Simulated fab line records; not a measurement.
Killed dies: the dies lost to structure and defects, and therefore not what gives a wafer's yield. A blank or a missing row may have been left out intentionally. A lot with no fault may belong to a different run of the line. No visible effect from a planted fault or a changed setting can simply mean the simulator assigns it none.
Which tool did it? :: flow n5-finfet :: 8 lots with 22 wafers sampled at 5 steps, on a route of 1938 steps

== WHAT EACH GAUGE READ, for each wafer ==
N5_BEOL_M4_RC_MEAS_101. Usual: CJ_P 5.77, standard deviation 0.18; DIBL_N 37.2 mV/V, standard deviation 1.8; DIBL_P 37.5 mV/V, standard deviation 2.5; IOFF_N 0.17 nA/um, standard deviation 0.038; IOFF_P 0.24 nA/um, standard deviation 0.046; ION_N 681 uA/um, standard deviation 13; ION_P 469 uA/um, standard deviation 8.5; SS_N 71.7 mV/dec, standard deviation 0.6; SS_P 73.6 mV/dec, standard deviation 0.69; VT_N 249 mV, standard deviation 3.4; VT_P -248 mV, standard deviation 3.6.
lot: L590
measured: day 8 21:31
on: prober-02
CJ_P: 5.56 5.74 5.73
DIBL_N (mV/V): 36.7 37.9 40.3
DIBL_P (mV/V): 36.6 37.4 40.6
IOFF_N (nA/um): 0.16 0.17 0.22
IOFF_P (nA/um): 0.24 0.26 0.33
ION_N (uA/um): 676 683 685
ION_P (uA/um): 470 478 479
SS_N (mV/dec): 72.1 71.4 73.2
SS_P (mV/dec): 73.6 73.4 75.0
VT_N (mV): 251 247 244
VT_P (mV): -246 -243 -242
flag: 

lot: L591
measured: day 9 13:37
on: prober-01
CJ_P: 5.65 5.69
DIBL_N (mV/V): 40.1 33.7
DIBL_P (mV/V): 41.0 32.9
IOFF_N (nA/um): 0.24 0.11
IOFF_P (nA/um): 0.39 0.21
ION_N (uA/um): 707 665
ION_P (uA/um): 491 469
SS_N (mV/dec): 72.4 70.6
SS_P (mV/dec): 75.2 73.3
VT_N (mV): 242 255
VT_P (mV): -239 -247
flag: 

lot: L592
measured: day 9 16:40
on: prober-01
CJ_P: 5.70 5.74 5.65
DIBL_N (mV/V): 39.1 37.0 39.6
DIBL_P (mV/V): 38.5 35.3 40.7
IOFF_N (nA/um): 0.22 0.15 0.25
IOFF_P (nA/um): 0.26 0.20 0.31
ION_N (uA/um): 691 679 717
ION_P (uA/um): 472 460 486
SS_N (mV/dec): 72.0 71.6 71.7
SS_P (mV/dec): 73.5 73.3 74.1
VT_N (mV): 243 249 241
VT_P (mV): -247 -252 -246
flag: 

lot: L598
measured: day 10 22:28
on: prober-02
CJ_P: 4.52 5.77 5.96
DIBL_N (mV/V): 39.4 38.4 37.4
DIBL_P (mV/V): 38.8 38.3 37.8
IOFF_N (nA/um): 0.22 0.18 0.16
IOFF_P (nA/um): 0.21 0.24 0.22
ION_N (uA/um): 695 674 673
ION_P (uA/um): 438 462 463
SS_N (mV/dec): 72.3 72.2 71.8
SS_P (mV/dec): 73.9 73.6 73.6
VT_N (mV): 248 249 251
VT_P (mV): -252 -249 -248
flag: 

lot: L600
measured: day 11 14:47
on: prober-01
CJ_P: 4.80 6.10
DIBL_N (mV/V): 37.5 36.6
DIBL_P (mV/V): 34.9 36.5
IOFF_N (nA/um): 0.17 0.15
IOFF_P (nA/um): 0.17 0.23
ION_N (uA/um): 666 664
ION_P (uA/um): 440 459
SS_N (mV/dec): 72.2 72.2
SS_P (mV/dec): 73.4 74.0
VT_N (mV): 249 253
VT_P (mV): -257 -248
flag: 

lot: L602
measured: day 11 23:56
on: prober-01
CJ_P: 5.54 5.67 5.65
DIBL_N (mV/V): 39.6 39.2 38.8
DIBL_P (mV/V): 38.1 38.2 37.7
IOFF_N (nA/um): 0.23 0.21 0.21
IOFF_P (nA/um): 0.28 0.29 0.29
ION_N (uA/um): 691 678 691
ION_P (uA/um): 468 469 474
SS_N (mV/dec): 72.4 71.8 71.3
SS_P (mV/dec): 74.5 74.0 74.2
VT_N (mV): 246 247 245
VT_P (mV): -244 -242 -243
flag: 

lot: L606
measured: day 13 03:20
on: prober-01
CJ_P: 5.69 5.48 5.35
DIBL_N (mV/V): 36.4 36.6 33.9
DIBL_P (mV/V): 38.0 38.8 35.6
IOFF_N (nA/um): 0.17 0.17 0.13
IOFF_P (nA/um): 0.22 0.24 0.19
ION_N (uA/um): 691 678 674
ION_P (uA/um): 475 468 468
SS_N (mV/dec): 71.8 71.1 70.4
SS_P (mV/dec): 73.3 73.9 72.5
VT_N (mV): 250 249 254
VT_P (mV): -250 -247 -249
flag: 

lot: L607
measured: day 13 03:29
on: prober-02
CJ_P: 5.64 5.80 5.69
DIBL_N (mV/V): 35.3 37.5 37.3
DIBL_P (mV/V): 35.2 38.9 38.8
IOFF_N (nA/um): 0.15 0.19 0.19
IOFF_P (nA/um): 0.19 0.25 0.25
ION_N (uA/um): 680 699 686
ION_P (uA/um): 467 480 471
SS_N (mV/dec): 71.8 72.2 71.8
SS_P (mV/dec): 73.1 73.8 73.8
VT_N (mV): 246 246 246
VT_P (mV): -249 -248 -247
flag: 

== WHAT TOOL EACH LOT RAN ON (gives the tool, then ch and the chambers of the sampled wafers, and finally the start) ==
lot: L590
N5_SD_EPI_P_ETCH_37: rie-diel-05 ch 0,1, day 4 12:06
N5_SD_EPI_P_ETCHBACK_46: rie-diel-05 ch 0,1, day 4 12:25
N5_SD_EPI_P_SD_RECESS_17: rie-si-05 ch 0,2, day 4 12:41
N5_SD_EPI_P_STRIP_40: plasma-asher-01 ch 0,1, day 4 12:50

lot: L591
N5_SD_EPI_P_ETCH_37: rie-diel-04 ch 2,3, day 4 16:32
N5_SD_EPI_P_ETCHBACK_46: rie-diel-04 ch 2,3, day 4 16:52
N5_SD_EPI_P_SD_RECESS_17: rie-si-05 ch 0,1, day 4 17:08
N5_SD_EPI_P_STRIP_40: plasma-asher-02 ch 0,1, day 4 17:17

lot: L592
N5_SD_EPI_P_ETCH_37: rie-diel-04 ch 1,2,3, day 4 23:50
N5_SD_EPI_P_ETCHBACK_46: rie-diel-04 ch 1,2,3, day 5 00:10
N5_SD_EPI_P_SD_RECESS_17: rie-si-06 ch 1,2,3, day 5 00:26
N5_SD_EPI_P_STRIP_40: plasma-asher-02 ch 0,1, day 5 00:35

lot: L598
N5_SD_EPI_P_ETCH_37: rie-diel-04 ch 0,1,2, day 6 11:11
N5_SD_EPI_P_ETCHBACK_46: rie-diel-04 ch 0,1,2, day 6 11:30
N5_SD_EPI_P_SD_RECESS_17: rie-si-05 ch 1,2,3, day 6 11:46
N5_SD_EPI_P_STRIP_40: plasma-asher-02 ch 0,1, day 6 11:55

lot: L600
N5_SD_EPI_P_ETCH_37: rie-diel-02 ch 0,3, day 6 20:17
N5_SD_EPI_P_ETCHBACK_46: rie-diel-02 ch 0,3, day 6 20:31
N5_SD_EPI_P_SD_RECESS_17: rie-si-05 ch 2,3, day 6 20:46
N5_SD_EPI_P_STRIP_40: plasma-asher-01 ch 1, day 6 20:55

lot: L602
N5_SD_EPI_P_ETCH_37: rie-diel-04 ch 2,3, day 7 11:58
N5_SD_EPI_P_ETCHBACK_46: rie-diel-04 ch 2,3, day 7 12:17
N5_SD_EPI_P_SD_RECESS_17: rie-si-04 ch 0,1,3, day 7 12:34
N5_SD_EPI_P_STRIP_40: plasma-asher-02 ch 0,1, day 7 12:44

lot: L606
N5_SD_EPI_P_ETCH_37: rie-diel-04 ch 0,1, day 8 06:58
N5_SD_EPI_P_ETCHBACK_46: rie-diel-04 ch 0,1, day 8 07:17
N5_SD_EPI_P_SD_RECESS_17: rie-si-04 ch 0,1, day 8 07:34
N5_SD_EPI_P_STRIP_40: plasma-asher-02 ch 0,1, day 8 07:42

lot: L607
N5_SD_EPI_P_ETCH_37: rie-diel-04 ch 0,1,3, day 8 12:21
N5_SD_EPI_P_ETCHBACK_46: rie-diel-04 ch 0,1,3, day 8 12:40
N5_SD_EPI_P_SD_RECESS_17: rie-si-04 ch 0,1,2, day 8 12:56
N5_SD_EPI_P_STRIP_40: plasma-asher-01 ch 0,1, day 8 13:05
- N5_SD_EPI_P_ETCH_37: etches SOC in N2/H2, overetch 108 nm, time 486 s.
- N5_SD_EPI_P_ETCHBACK_46: etches SiNx in CH3F/O2, stops on SiO2, target depth 17.5 nm.
- N5_SD_EPI_P_SD_RECESS_17: chemistry HBr/Cl2/O2, target depth 39.1 nm, bt time 3 s.
- N5_SD_EPI_P_STRIP_40: strips in N2/H2.

== WHAT THE TOOLS THEMSELVES READ (means of the sampled wafers that have a number; where no wafer has one, the mark that the record gives instead) ==
N5_SD_EPI_P_ETCH_37. Usual: chamber-pressure-mTorr 20.001 mTorr, standard deviation 0.018; drypump-motor-current-A 5.7 A, standard deviation 0.46; n2-flow-sccm 200.0 sccm, standard deviation 0.57; oes-product-au 0.72 a.u., standard deviation 0.08; rf-vpp-V 240.8 V, standard deviation 1.2; showerhead-plenum-p-Torr 2.55 Torr, standard deviation 0.066; temp-c 40.01 C, standard deviation 0.11; throttle-valve-pct 24.0 %, standard deviation 0.32.
lot: L590
tool: rie-diel-05
chamber-pressure-mTorr (mTorr): 20.010
drypump-motor-current-A (A): 5.5
n2-flow-sccm (sccm): 200.5
oes-product-au (a.u.): 0.79
rf-vpp-V (V): 239.9
showerhead-plenum-p-Torr (Torr): 2.51
temp-c (C): 39.94
throttle-valve-pct (%): 23.7
flag: 

lot: L591
tool: rie-diel-04
chamber-pressure-mTorr (mTorr): 20.012
drypump-motor-current-A (A): 5.3
n2-flow-sccm (sccm): 200.2
oes-product-au (a.u.): 0.76
rf-vpp-V (V): 242.8
showerhead-plenum-p-Torr (Torr): 2.61
temp-c (C): 39.92
throttle-valve-pct (%): 23.8
flag: 

lot: L592
tool: rie-diel-04
chamber-pressure-mTorr (mTorr): 20.005
drypump-motor-current-A (A): 5.7
n2-flow-sccm (sccm): 200.0
oes-product-au (a.u.): 0.77
rf-vpp-V (V): 242.2
showerhead-plenum-p-Torr (Torr): 2.60
temp-c (C): 39.95
throttle-valve-pct (%): 23.8
flag: 

lot: L598
tool: rie-diel-04
chamber-pressure-mTorr (mTorr): 19.999
drypump-motor-current-A (A): 5.7
n2-flow-sccm (sccm): 200.3
oes-product-au (a.u.): 0.71
rf-vpp-V (V): 241.0
showerhead-plenum-p-Torr (Torr): 2.55
temp-c (C): 39.99
throttle-valve-pct (%): 23.9
flag: 

lot: L600
tool: rie-diel-02
chamber-pressure-mTorr (mTorr): 19.997
drypump-motor-current-A (A): 5.9
n2-flow-sccm (sccm): 200.3
oes-product-au (a.u.): 0.62
rf-vpp-V (V): 239.9
showerhead-plenum-p-Torr (Torr): 2.56
temp-c (C): 40.19
throttle-valve-pct (%): 24.2
flag: 

lot: L602
tool: rie-diel-04
chamber-pressure-mTorr (mTorr): 20.012
drypump-motor-current-A (A): 5.3
n2-flow-sccm (sccm): 199.7
oes-product-au (a.u.): 0.68
rf-vpp-V (V): 240.8
showerhead-plenum-p-Torr (Torr): 2.60
temp-c (C): 39.97
throttle-valve-pct (%): 23.8
flag: 

lot: L606
tool: rie-diel-04
chamber-pressure-mTorr (mTorr): 19.991
drypump-motor-current-A (A): 5.7
n2-flow-sccm (sccm): 199.8
oes-product-au (a.u.): 0.73
rf-vpp-V (V): 240.5
showerhead-plenum-p-Torr (Torr): 2.49
temp-c (C): 39.90
throttle-valve-pct (%): 24.0
flag: 

lot: L607
tool: rie-diel-04
chamber-pressure-mTorr (mTorr): 19.996
drypump-motor-current-A (A): 5.8
n2-flow-sccm (sccm): 199.9
oes-product-au (a.u.): 0.76
rf-vpp-V (V): 240.5
showerhead-plenum-p-Torr (Torr): 2.53
temp-c (C): 39.95
throttle-valve-pct (%): 23.9
flag: 

N5_SD_EPI_P_ETCHBACK_46. Usual: value, then standard deviation, for each; chamber-pressure-mTorr 30.005 mTorr / 0.024; drypump-motor-current-A 5.7 A / 0.46; oes_ar_750_au 0.81 a.u. / 0.09; oes-product-au 0.69 a.u. / 0.076; rf-vpp-V 296 V / 5.4; showerhead-plenum-p-Torr 2.01 Torr / 0.058; throttle-valve-pct 16.41 % / 0.24.
lot: L590
tool: rie-diel-05
chamber-pressure-mTorr (mTorr): 30.025
drypump-motor-current-A (A): 5.6
oes_ar_750_au (a.u.): 0.88
oes-product-au (a.u.): 0.75
rf-vpp-V (V): 295
showerhead-plenum-p-Torr (Torr): 1.99
throttle-valve-pct (%): 16.31
flag: 

lot: L591
tool: rie-diel-04
chamber-pressure-mTorr (mTorr): 30.021
drypump-motor-current-A (A): 5.3
oes_ar_750_au (a.u.): 0.84
oes-product-au (a.u.): 0.71
rf-vpp-V (V): 300
showerhead-plenum-p-Torr (Torr): 2.05
throttle-valve-pct (%): 16.23
flag: 

lot: L592
tool: rie-diel-04
chamber-pressure-mTorr (mTorr): 29.971
drypump-motor-current-A (A): 5.7
oes_ar_750_au (a.u.): 0.86
oes-product-au (a.u.): 0.74
rf-vpp-V (V): 300
showerhead-plenum-p-Torr (Torr): 2.05
throttle-valve-pct (%): 16.25
flag: 

lot: L598
tool: rie-diel-04
chamber-pressure-mTorr (mTorr): 29.981
drypump-motor-current-A (A): 5.7
oes_ar_750_au (a.u.): 0.80
oes-product-au (a.u.): 0.68
rf-vpp-V (V): 297
showerhead-plenum-p-Torr (Torr): 2.01
throttle-valve-pct (%): 16.32
flag: 

lot: L600
tool: rie-diel-02
chamber-pressure-mTorr (mTorr): 30.007
drypump-motor-current-A (A): 5.9
oes_ar_750_au (a.u.): 0.69
oes-product-au (a.u.): 0.59
rf-vpp-V (V): 302
showerhead-plenum-p-Torr (Torr): 2.01
throttle-valve-pct (%): 16.70
flag: 

lot: L602
tool: rie-diel-04
chamber-pressure-mTorr (mTorr): 30.027
drypump-motor-current-A (A): 5.3
oes_ar_750_au (a.u.): 0.76
oes-product-au (a.u.): 0.65
rf-vpp-V (V): 300
showerhead-plenum-p-Torr (Torr): 2.05
throttle-valve-pct (%): 16.32
flag: 

lot: L606
tool: rie-diel-04
chamber-pressure-mTorr (mTorr): 29.997
drypump-motor-current-A (A): 5.7
oes_ar_750_au (a.u.): 0.83
oes-product-au (a.u.): 0.69
rf-vpp-V (V): 293
showerhead-plenum-p-Torr (Torr): 1.96
throttle-valve-pct (%): 16.31
flag: 

lot: L607
tool: rie-diel-04
chamber-pressure-mTorr (mTorr): 29.988
drypump-motor-current-A (A): 5.7
oes_ar_750_au (a.u.): 0.85
oes-product-au (a.u.): 0.73
rf-vpp-V (V): 295
showerhead-plenum-p-Torr (Torr): 2.00
throttle-valve-pct (%): 16.24
flag: 

N5_SD_EPI_P_SD_RECESS_17. Usual: chamber-pressure-mTorr 9.999 mTorr, standard deviation 0.01; drypump-motor-current-A 5.7 A, standard deviation 0.44; he-backside-leak-sccm 2.79 sccm, standard deviation 0.28; oes-product-au 1.013 a.u., standard deviation 0.015; throttle-valve-pct 37.0 %, standard deviation 0.33.
lot: L590
tool: rie-si-05
chamber-pressure-mTorr (mTorr): 9.999
drypump-motor-current-A (A): 6.1
he-backside-leak-sccm (sccm): 2.94
oes-product-au (a.u.): 1.002
throttle-valve-pct (%): 37.2
flag: 

lot: L591
tool: rie-si-05
chamber-pressure-mTorr (mTorr): 9.995
drypump-motor-current-A (A): 6.2
he-backside-leak-sccm (sccm): 2.62
oes-product-au (a.u.): 1.020
throttle-valve-pct (%): 37.2
flag: 

lot: L592
tool: rie-si-06
chamber-pressure-mTorr (mTorr): 10.003
drypump-motor-current-A (A): 5.3
he-backside-leak-sccm (sccm): 2.56
oes-product-au (a.u.): 1.005
throttle-valve-pct (%): 37.0
flag: 

lot: L598
tool: rie-si-05
chamber-pressure-mTorr (mTorr): 10.000
drypump-motor-current-A (A): 5.8
he-backside-leak-sccm (sccm): 2.94
oes-product-au (a.u.): 1.002
throttle-valve-pct (%): 37.0
flag: 

lot: L600
tool: rie-si-05
chamber-pressure-mTorr (mTorr): 9.996
drypump-motor-current-A (A): 5.7
he-backside-leak-sccm (sccm): 2.73
oes-product-au (a.u.): 1.000
throttle-valve-pct (%): 37.0
flag: 

lot: L602
tool: rie-si-04
chamber-pressure-mTorr (mTorr): 9.998
drypump-motor-current-A (A): 5.8
he-backside-leak-sccm (sccm): 2.87
oes-product-au (a.u.): 1.020
throttle-valve-pct (%): 36.9
flag: 

lot: L606
tool: rie-si-04
chamber-pressure-mTorr (mTorr): 10.010
drypump-motor-current-A (A): 5.6
he-backside-leak-sccm (sccm): 2.97
oes-product-au (a.u.): 1.006
throttle-valve-pct (%): 36.5
flag: 

lot: L607
tool: rie-si-04
chamber-pressure-mTorr (mTorr): 10.001
drypump-motor-current-A (A): 5.8
he-backside-leak-sccm (sccm): 2.68
oes-product-au (a.u.): 1.013
throttle-valve-pct (%): 36.6
flag: 

N5_SD_EPI_P_STRIP_40. Usual: drypump-motor-current-A 5.16 A, standard deviation 0.26; heater-power-w 321 W, standard deviation 36; n2-flow-sccm 1750 sccm, standard deviation 5.1; oes-product-au 0.762 a.u., standard deviation 0.01; temp-c 250.01 C, standard deviation 0.21.
lot: L590
tool: plasma-asher-01
drypump-motor-current-A (A): 5.18
heater-power-w (W): 321
n2-flow-sccm (sccm): 1745
oes-product-au (a.u.): 0.767
temp-c (C): 250.15
flag: 

lot: L591
tool: plasma-asher-02
drypump-motor-current-A (A): 5.07
heater-power-w (W): 316
n2-flow-sccm (sccm): 1747
oes-product-au (a.u.): 0.759
temp-c (C): 250.11
flag: 

lot: L592
tool: plasma-asher-02
drypump-motor-current-A (A): 5.00
heater-power-w (W): 299
n2-flow-sccm (sccm): 1747
oes-product-au (a.u.): 0.766
temp-c (C): 249.86
flag: 

lot: L598
tool: plasma-asher-02
drypump-motor-current-A (A): 5.13
heater-power-w (W): 331
n2-flow-sccm (sccm): 1751
oes-product-au (a.u.): 0.761
temp-c (C): 249.95
flag: 

lot: L600
tool: plasma-asher-01
drypump-motor-current-A (A): 4.99
heater-power-w (W): 302
n2-flow-sccm (sccm): 1750
oes-product-au (a.u.): 0.763
temp-c (C): 249.97
flag: 

lot: L602
tool: plasma-asher-02
drypump-motor-current-A (A): 5.03
heater-power-w (W): 305
n2-flow-sccm (sccm): 1751
oes-product-au (a.u.): 0.769
temp-c (C): 250.04
flag: 

lot: L606
tool: plasma-asher-02
drypump-motor-current-A (A): 5.01
heater-power-w (W): 305
n2-flow-sccm (sccm): 1752
oes-product-au (a.u.): 0.754
temp-c (C): 250.05
flag: 

lot: L607
tool: plasma-asher-01
drypump-motor-current-A (A): 5.40
heater-power-w (W): 342
n2-flow-sccm (sccm): 1750
oes-product-au (a.u.): 0.773
temp-c (C): 250.22
flag: 

== THE ANSWER, worked out from the rows above alone ==
Rule: lot off if the mean of its wafers having a number is beyond 3 standard deviations from the usual mean. A lot without any number at a reading at which 4 lots or more have one is off too. Any other lot the step has rows for is counted as sound. The gauges are gone through in route order, then the tools' own readings, and for those a lot's mean is taken as printed above. At the first step where some lot is off, the reading lying furthest off is the one used; lots without a number count as furthest.
None of the lots is off at any reading shown; this tells nothing.

== WHAT THE SIMULATOR HAD PUT IN ==
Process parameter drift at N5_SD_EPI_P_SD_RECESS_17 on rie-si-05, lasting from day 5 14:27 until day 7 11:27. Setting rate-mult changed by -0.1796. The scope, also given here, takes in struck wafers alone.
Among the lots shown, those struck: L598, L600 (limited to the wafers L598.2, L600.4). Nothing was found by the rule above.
